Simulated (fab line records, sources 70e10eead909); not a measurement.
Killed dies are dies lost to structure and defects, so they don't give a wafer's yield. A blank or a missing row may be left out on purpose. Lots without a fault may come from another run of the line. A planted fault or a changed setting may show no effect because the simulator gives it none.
fab line records | flow nand_harc
record lots=14 wafers=42 last_day=33
route steps=1302 shown A_CHANNEL_FILL_D1@517 A_ONON_D2@546 END@1302
lots that met no fault: from a run of the same line without faults
start_h: hours from the record's first day to the start of the lot's first wafer shown | wait_h: hours since the lot's step before | " the same as in the row above | L1.1+2: a row that stands for several wafers | - no value, or no start given | * or withheld: withheld | < > ~ a bound
route shown NAME@n: a module of which the file shows steps, and the number in the route of the first | usual: mean/standard deviation of fault-free wafers | same: alike in all rows | chamber/n: place in a boat | sites: the reading at each site | _std_site: their standard deviation | _edge_site: outer sites' mean less inner sites' | radius_mm: how far each site lies from the wafer's centre | mask NAME#n: copy n | behind: the tool/chamber that last shaped the wafer | hold: why the lot was held/for how many hours/how that ended | device: the transistor (n, p or np) that didn't switch | end of line: the same wafers' tests at the end of the route | a step without rows: its recipe alone | killed: dies lost to structure and defects at the first sort, not the wafer's yield | map: a wafer's dies, x killed, . not, _ none there
set.NAME: the setting as run; set.NAME@STEP: as run at that earlier step | model.NAME: the simulator's own value behind a step, which no gauge read
steps of the route over a sample of lots; a table a step, a row a wafer
services: from which hour (start_h, from the record's first day; less than 0 if before it) a tool's chamber was out of use, for how many hours, and why
## steps
# step NHARC_A_CHANNEL_FILL_D1_INSPECT_13
# usual raw_defect_count=318/120
# columns lot.wafer tool chamber start_h wait_h raw_defect_count
L375.3 defect_inspect-02 - 230.59 0.0 271
L375.4 " - " " 367
L375.6 " - " " 257
L379.1 defect_inspect-02 - 272.12 0.0 486
L379.4 " - " " 498
L379.6 " - " " 466
L380.2 defect_inspect-01 - 292.00 0.0 178
L380.4 " - " " 204
L380.6 " - " " 112
L387.1 defect_inspect-01 - 353.94 0.0 247
L387.2 " - " " 345
L387.6 " - " " 446
L388.2 defect_inspect-01 - 364.78 0.0 237
L388.3 " - " " 180
L388.6 " - " " 252
L390.3 defect_inspect-02 - 384.72 0.0 556
L390.4 " - " " 233
L390.5 " - " " 264
L389.2 defect_inspect-02 - 384.82 0.0 380
L389.4 " - " " 395
L389.5 " - " " 358
L391.1 defect_inspect-01 - 405.17 0.0 436
L391.5 " - " " 379
L391.6 " - " " 321
L392.2 defect_inspect-01 - 408.81 0.0 315
L392.4 " - " " 202
L392.6 " - " " 303
L393.2 defect_inspect-02 - 428.11 0.0 506
L393.3 " - " " 244
L393.5 " - " " 277
L395.2 defect_inspect-01 - 439.70 0.0 317
L395.5 " - " " 409
L395.6 " - " " 479
L396.3 defect_inspect-02 - 449.34 0.0 590
L396.5 " - " " 370
L396.6 " - " " 235
L397.4 defect_inspect-02 - 466.39 0.0 343
L397.5 " - " " 377
L397.6 " - " " 373
L398.3 defect_inspect-01 - 470.89 0.0 260
L398.5 " - " " 636
L398.6 " - " " 349
# step NHARC_A_ONON_D2_THK_MEAS_02
# recipe thk_meas_gauge=ellipsometry
# usual thk_nm=999/9.3
# columns lot.wafer tool chamber start_h wait_h thk_nm
L375.3 film_metro-02 - 270.83 - 990
L375.4 " - " " 989
L375.6 " - " " 990
L379.1 film_metro-01 - 309.28 - 998
L379.4 " - " " 998
L379.6 " - " " 1000
L380.2 film_metro-02 - 326.19 - 1003
L380.4 " - " " 1002
L380.6 " - " " 1003
L387.1 film_metro-01 - 388.04 - 992
L387.2 " - " " 990
L387.6 " - " " 989
L388.2 film_metro-01 - 397.97 - 1009
L388.3 " - " " 1008
L388.6 " - " " 1009
L389.2 film_metro-02 - 420.98 - 997
L389.4 " - " " 997
L389.5 " - " " 999
L390.3 film_metro-01 - 421.15 - 997
L390.4 " - " " 996
L390.5 " - " " 997
L392.2 film_metro-01 - 441.77 - 993
L392.4 " - " " 994
L392.6 " - " " 991
L391.1 film_metro-02 - 441.92 - 994
L391.5 " - " " 995
L391.6 " - " " 996
L393.2 film_metro-01 - 461.05 - 992
L393.3 " - " " 991
L393.5 " - " " 989
L395.2 film_metro-01 - 476.73 - 1004
L395.5 " - " " 1003
L395.6 " - " " 1004
L396.3 film_metro-02 - 485.10 - 1010
L396.5 " - " " 1008
L396.6 " - " " 1007
L397.4 film_metro-01 - 499.89 - 1002
L397.5 " - " " 1001
L397.6 " - " " 1001
L398.3 film_metro-02 - 502.62 - 1010
L398.5 " - " " 1010
L398.6 " - " " 1009
# step NHARC_A_ONON_D2_DEP_03
# recipe target_thk_a=10000 n2_flow_sccm=2750 n2o_flow_sccm=2000 nh3_flow_sccm=500 sih4_flow_sccm=210 temp_c=400
# usual susceptor_temp_C=400.05/0.19
# columns lot.wafer tool chamber start_h wait_h susceptor_temp_C
L375.3 pecvd_onon-04 0 271.00 0.2 399.89
L375.4 " 0 " " 399.91
L375.6 " 0 " " 399.81
L379.1 pecvd_onon-04 0 309.34 0.1 400.23
L379.4 " 0 " " 400.47
L379.6 " 0 " " 400.11
L380.2 pecvd_onon-04 0 326.30 0.1 399.87
L380.4 " 0 " " 399.77
L380.6 " 0 " " 399.85
L387.1 pecvd_onon-01 0 388.38 0.3 400.15
L387.2 " 0 " " 399.82
L387.6 " 0 " " 400.06
L388.2 pecvd_onon-02 0 398.09 0.1 399.86
L388.3 " 0 " " 400.00
L388.6 " 0 " " 400.30
L389.2 pecvd_onon-01 0 421.09 0.1 400.07
L389.4 " 0 " " 399.96
L389.5 " 0 " " 399.80
L390.3 pecvd_onon-02 0 421.32 0.2 400.19
L390.4 " 0 " " 400.04
L390.5 " 0 " " 400.18
L392.2 pecvd_onon-04 0 441.88 0.1 400.06
L392.4 " 0 " " 399.92
L392.6 " 0 " " 399.83
L391.1 pecvd_onon-02 0 441.97 0.1 399.83
L391.5 " 0 " " 399.91
L391.6 " 0 " " 399.82
L393.2 pecvd_onon-04 0 461.16 0.1 400.13
L393.3 " 0 " " 400.21
L393.5 " 0 " " 399.87
L395.2 pecvd_onon-01 0 476.85 0.1 399.88
L395.5 " 0 " " 399.99
L395.6 " 0 " " 399.78
L396.3 pecvd_onon-01 0 485.27 0.2 399.93
L396.5 " 0 " " 400.31
L396.6 " 0 " " 399.93
L397.4 pecvd_onon-02 0 500.12 0.2 399.98
L397.5 " 0 " " 400.12
L397.6 " 0 " " 400.36
L398.3 pecvd_onon-02 0 502.79 0.2 400.02
L398.5 " 0 " " 399.90
L398.6 " 0 " " 399.93
# step NHARC_A_ONON_D2_THK_MEAS_05
# recipe thk_meas_gauge=ellipsometry
# usual thk_nm=996/8.7
# columns lot.wafer tool chamber start_h wait_h thk_nm
L375.3 film_metro-02 - 271.40 - 998
L375.4 " - " " 999
L375.6 " - " " 997
L379.1 film_metro-01 - 309.85 - 1404
L379.4 " - " " 1404
L379.6 " - " " 1405
L380.2 film_metro-01 - 326.76 - 1408
L380.4 " - " " 1409
L380.6 " - " " 1408
L387.1 film_metro-02 - 388.89 - 1001
L387.2 " - " " 1001
L387.6 " - " " 1001
L388.2 film_metro-02 - 398.54 - 997
L388.3 " - " " 997
L388.6 " - " " 996
L389.2 film_metro-02 - 421.54 - 1001
L389.4 " - " " 1003
L389.5 " - " " 1003
L390.3 film_metro-02 - 421.72 - 991
L390.4 " - " " 990
L390.5 " - " " 990
L392.2 film_metro-01 - 442.33 - 989
L392.4 " - " " 986
L392.6 " - " " 986
L391.1 film_metro-01 - 442.48 - 996
L391.5 " - " " 995
L391.6 " - " " 999
L393.2 film_metro-02 - 461.62 - 1001
L393.3 " - " " 1001
L393.5 " - " " 1003
L395.2 film_metro-02 - 477.30 - 979
L395.5 " - " " 978
L395.6 " - " " 979
L396.3 film_metro-02 - 485.66 - 992
L396.5 " - " " 992
L396.6 " - " " 992
L397.4 film_metro-01 - 500.46 - 991
L397.5 " - " " 991
L397.6 " - " " 991
L398.3 film_metro-01 - 503.19 - 985
L398.5 " - " " 986
L398.6 " - " " 986
# step NHARC_END_SORT_01
# recipe temp_c=25
# usual killed_at_array=49/18 killed_at_other=0.7/1.1 killed_at_periphery=4.0/2.6 killed_dies=54/19 killed_open=3.4/1.7 killed_short=2.5/1.7
# same gross_dies=677
# columns lot.wafer tool chamber start_h wait_h killed_at_array killed_at_other killed_at_periphery killed_dies killed_open killed_short
L379.1 prober-02 0 590.31 2.5 675 0 2 677 3 3
L379.4 prober-02 0 592.68 3.4 672 2 3 677 3 3
L379.6 prober-02 0 594.27 4.0 675 0 2 677 2 2
L380.2 prober-01 0 603.47 2.8 675 0 2 677 2 0
L380.4 prober-01 0 605.06 3.4 674 1 2 677 1 2
L380.6 prober-01 0 606.65 4.0 675 2 0 677 0 0
L387.1 prober-02 0 679.06 2.5 39 0 4 43 4 6
L387.2 prober-02 0 679.87 2.8 25 0 4 29 4 1
L387.6 prober-02 0 683.13 4.1 31 0 7 38 3 5
L390.3 prober-02 0 694.04 3.1 50 1 0 51 5 1
L390.4 prober-02 0 694.83 3.4 50 0 5 55 3 2
L390.5 prober-02 0 695.63 3.7 57 0 7 64 4 1
L391.1 prober-02 0 735.06 2.5 24 2 2 28 5 2
L391.5 prober-02 0 738.32 3.8 19 0 3 22 3 1
L391.6 prober-02 0 739.14 4.1 29 0 5 34 4 2
L392.2 prober-01 0 735.81 2.8 75 0 5 80 5 5
L392.4 prober-01 0 737.40 3.4 93 1 6 100 6 3
L392.6 prober-01 0 738.98 4.0 74 1 2 77 2 4
L393.2 prober-01 0 752.71 2.8 63 0 2 65 2 1
L393.3 prober-01 0 753.53 3.1 76 0 7 83 2 1
L393.5 prober-01 0 755.16 3.8 78 0 4 82 4 0
# killed by level:class
L379.1 A_ONON_D2:area_dep=613 A_CHANNEL_HOLE_D1:chamber_film_flake=27 A_CHANNEL_HOLE_D2:chamber_film_flake=16 A_CONTACT:chamber_film_flake=7 P_STI:chamber_film_flake=2 A_DECK1_JOINT:chamber_film_flake=2 A_WL_FILL:chamber_film_flake=2 A_STAIRCASE:chamber_film_flake=1
L379.4 A_ONON_D2:area_dep=606 A_CHANNEL_HOLE_D1:chamber_film_flake=36 A_CHANNEL_HOLE_D2:chamber_film_flake=14 A_CONTACT:chamber_film_flake=9 A_ONON_D1:geometric_particle:open=2 P_GATE:chamber_film_flake=2 A_CHANNEL_FILL_D1:chamber_film_flake=2 P_M0:geometric_particle:short=1
L379.6 A_ONON_D2:area_dep=617 A_CHANNEL_HOLE_D2:chamber_film_flake=25 A_CHANNEL_HOLE_D1:chamber_film_flake=20 A_CHANNEL_FILL_D1:chamber_film_flake=4 P_STI:chamber_film_flake=2 A_DECK1_JOINT:chamber_film_flake=2 A_CONTACT:chamber_film_flake=2 A_ONON_D2:geometric_particle:short=1
L380.2 A_ONON_D2:area_dep=646 A_CHANNEL_HOLE_D2:chamber_film_flake=13 A_SGD_CUT:chamber_film_flake=5 A_CONTACT:chamber_film_flake=5 A_CHANNEL_HOLE_D1:chamber_film_flake=2 A_DECK1_JOINT:chamber_film_flake=2 P_M0:geometric_particle:open=1 A_M0:geometric_particle:open=1
L380.4 A_ONON_D2:area_dep=622 A_CHANNEL_HOLE_D2:chamber_film_flake=33 A_SGD_CUT:chamber_film_flake=5 A_CHANNEL_HOLE_D1:chamber_film_flake=4 A_CONTACT:chamber_film_flake=4 A_CHANNEL_FILL_D1:chamber_film_flake=2 P_CONTACT:geometric_particle:short=1 A_CHANNEL_FILL_D1:geometric_particle:short=1
L380.6 A_ONON_D2:area_dep=653 A_CHANNEL_HOLE_D2:chamber_film_flake=15 A_CHANNEL_HOLE_D1:chamber_film_flake=3 A_CONTACT:chamber_film_flake=2 THIN_TSV:chamber_film_flake=2 A_CHANNEL_FILL_D1:chamber_film_flake=1 A_SLIT:chamber_film_flake=1
L387.1 A_CHANNEL_HOLE_D2:chamber_film_flake=14 A_CHANNEL_HOLE_D1:chamber_film_flake=7 A_STAIRCASE:chamber_film_flake=5 A_ZERO_WELL:chamber_film_flake=3 P_CONTACT:geometric_particle:open=2 A_CHANNEL_FILL_D2:geometric_particle:short=2 P_GATE:chamber_film_flake=2 A_ONON_D1:geometric_particle:short=1
L387.2 A_CHANNEL_HOLE_D2:chamber_film_flake=13 A_M0:geometric_particle:open=3 A_CHANNEL_HOLE_D1:chamber_film_flake=3 P_GATE:chamber_film_flake=2 A_ZERO_WELL:chamber_film_flake=2 P_M0:geometric_particle:open=1 A_SGD_CUT:geometric_particle:short=1 P_STI:chamber_film_flake=1
L387.6 A_CHANNEL_HOLE_D2:chamber_film_flake=12 A_CHANNEL_HOLE_D1:chamber_film_flake=8 A_STAIRCASE:chamber_film_flake=2 A_CONTACT:chamber_film_flake=2 P_CONTACT:geometric_particle:short=1 P_CONTACT:geometric_particle:open=1 P_M0:geometric_particle:short=1 P_M1:geometric_particle:open=1
L390.3 A_SLIT:chamber_film_flake=22 A_CONTACT:chamber_film_flake=11 A_STAIRCASE:chamber_film_flake=5 A_CHANNEL_HOLE_D1:chamber_film_flake=4 A_ONON_D1:geometric_particle:open=2 A_CHANNEL_FILL_D2:geometric_particle:short=1 A_STAIRCASE:geometric_particle:open=1 A_SGD_CUT:geometric_particle:open=1
L390.4 A_SLIT:chamber_film_flake=27 A_CONTACT:chamber_film_flake=8 A_CHANNEL_HOLE_D1:chamber_film_flake=6 A_ZERO_WELL:chamber_film_flake=2 A_DECK1_JOINT:chamber_film_flake=2 P_M0:geometric_particle:open=1 A_ONON_D1:geometric_particle:short=1 A_CHANNEL_FILL_D1:geometric_particle:open=1
L390.5 A_SLIT:chamber_film_flake=30 A_CONTACT:chamber_film_flake=10 A_STAIRCASE:chamber_film_flake=5 A_ZERO_WELL:chamber_film_flake=4 P_GATE:chamber_film_flake=3 A_DECK1_JOINT:chamber_film_flake=3 P_M2:chamber_film_flake=2 P_GATE:geometric_particle:open=1
L391.1 A_CONTACT:chamber_film_flake=8 A_CHANNEL_HOLE_D1:chamber_film_flake=5 A_SLIT:chamber_film_flake=4 A_WL_FILL:geometric_particle:open=2 P_CONTACT:geometric_particle:open=1 A_ONON_D1:geometric_particle:open=1 A_ONON_D2:geometric_particle:open=1 A_WL_FILL:geometric_particle:short=1
L392.2 A_CHANNEL_HOLE_D1:chamber_film_flake=35 A_CHANNEL_HOLE_D2:chamber_film_flake=14 A_SLIT:chamber_film_flake=13 A_ONON_D1:geometric_particle:short=3 P_STI:chamber_film_flake=3 A_CONTACT:chamber_film_flake=3 A_CHANNEL_FILL_D1:geometric_particle:open=2 P_CONTACT:geometric_particle:open=1
L392.4 A_CHANNEL_HOLE_D1:chamber_film_flake=44 A_SLIT:chamber_film_flake=26 A_CHANNEL_HOLE_D2:chamber_film_flake=12 A_CONTACT:chamber_film_flake=4 P_STI:chamber_film_flake=3 P_CONTACT:geometric_particle:open=2 P_M0:geometric_particle:open=1 A_ONON_D1:geometric_particle:open=1
L391.5 A_CHANNEL_HOLE_D1:chamber_film_flake=7 A_CONTACT:chamber_film_flake=5 A_CHANNEL_FILL_D1:geometric_particle:open=2 A_SLIT:chamber_film_flake=2 P_STI:geometric_particle:open=1 A_WL_FILL:geometric_particle:short=1 P_ZERO_WELL:chamber_film_flake=1 P_STI:chamber_film_flake=1
L392.6 A_CHANNEL_HOLE_D1:chamber_film_flake=32 A_SLIT:chamber_film_flake=16 A_CHANNEL_HOLE_D2:chamber_film_flake=9 A_CONTACT:chamber_film_flake=6 A_STAIRCASE:chamber_film_flake=2 A_SOURCE_PLATE:geometric_particle:open=1 A_ONON_D1:geometric_particle:open=1 A_CHANNEL_FILL_D1:geometric_particle:short=1
L391.6 A_CHANNEL_HOLE_D1:chamber_film_flake=14 A_CONTACT:chamber_film_flake=6 A_SLIT:chamber_film_flake=3 P_CONTACT:geometric_particle:open=2 A_CHANNEL_FILL_D1:geometric_particle:short=2 P_STI:geometric_particle:open=1 A_ONON_D1:geometric_particle:open=1 P_ZERO_WELL:chamber_film_flake=1
L393.2 A_CHANNEL_HOLE_D2:chamber_film_flake=22 A_SLIT:chamber_film_flake=16 A_CHANNEL_HOLE_D1:chamber_film_flake=12 A_CONTACT:chamber_film_flake=6 A_BLC:chamber_film_flake=3 P_M0:geometric_particle:open=1 A_CHANNEL_FILL_D2:geometric_particle:open=1 A_WL_FILL:geometric_particle:short=1
L393.3 A_CHANNEL_HOLE_D1:chamber_film_flake=28 A_SLIT:chamber_film_flake=19 A_CHANNEL_HOLE_D2:chamber_film_flake=17 P_ZERO_WELL:chamber_film_flake=3 P_BONDPAD:chamber_film_flake=3 A_CONTACT:chamber_film_flake=3 A_ZERO_WELL:chamber_film_flake=2 A_WL_FILL:chamber_film_flake=2
L393.5 A_CHANNEL_HOLE_D1:chamber_film_flake=33 A_SLIT:chamber_film_flake=18 A_CHANNEL_HOLE_D2:chamber_film_flake=11 A_CONTACT:chamber_film_flake=7 P_ZERO_WELL:chamber_film_flake=3 A_CHANNEL_FILL_D2:chamber_film_flake=2 A_BLC:chamber_film_flake=2 P_M0:geometric_particle:open=1
## services
# columns tool chamber start_h hours kind
pecvd_onon-01 - 269.21 13.0 pm
pecvd_onon-04 - 313.09 13.0 pm
pecvd_onon-01 - 350.21 2.7 repair
pecvd_onon-02 - 366.54 13.0 pm
pecvd_onon-01 - 450.21 13.0 pm
pecvd_onon-04 - 494.09 13.0 pm
## key
first_sign step=NHARC_A_ONON_D2_THK_MEAS_05 reading=thk_nm direction=up sigmas=47 usual=996 struck=1407
effect step=NHARC_END_SORT_01 reading=killed_at_array direction=up sigmas=34 usual=49 struck=674
more_kills_born_at NHARC_A_ONON_D2_DEP_03@pecvd_onon-04=3757
met_at NHARC_A_ONON_D2_DEP_03
struck_lots L379,L380
struck_wafers L379.1,L379.4,L379.6,L380.2,L380.4,L380.6
later_rows_left_out L379.1,L379.4,L379.6,L380.2,L380.4,L380.6
tester_left_out L379,L380
not_acting_at NHARC_A_CHANNEL_FILL_D1_INSPECT_13,NHARC_A_ONON_D2_THK_MEAS_02
onset_between 271.00 309.34
fault kind=process_parameter_drift tool=pecvd_onon-04 chamber=0 onset_h=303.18 steps=NHARC_A_ONON_D2_DEP_03 channel=target_thk_a offset=* shape=step end_h=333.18 acts_in=* stated=*
# tester_left_out: of these lots the tester's yield and bins aren't shown, on N5 and GAA mostly nor the transistor test; their killed dies are dies lost to structure and defects alone, not to doping, threshold or leakage, so they don't give the yield
# later_rows_left_out: the simulator's readings of these wafers behind a module that went badly wrong aren't trusted and aren't shown, but for the sort
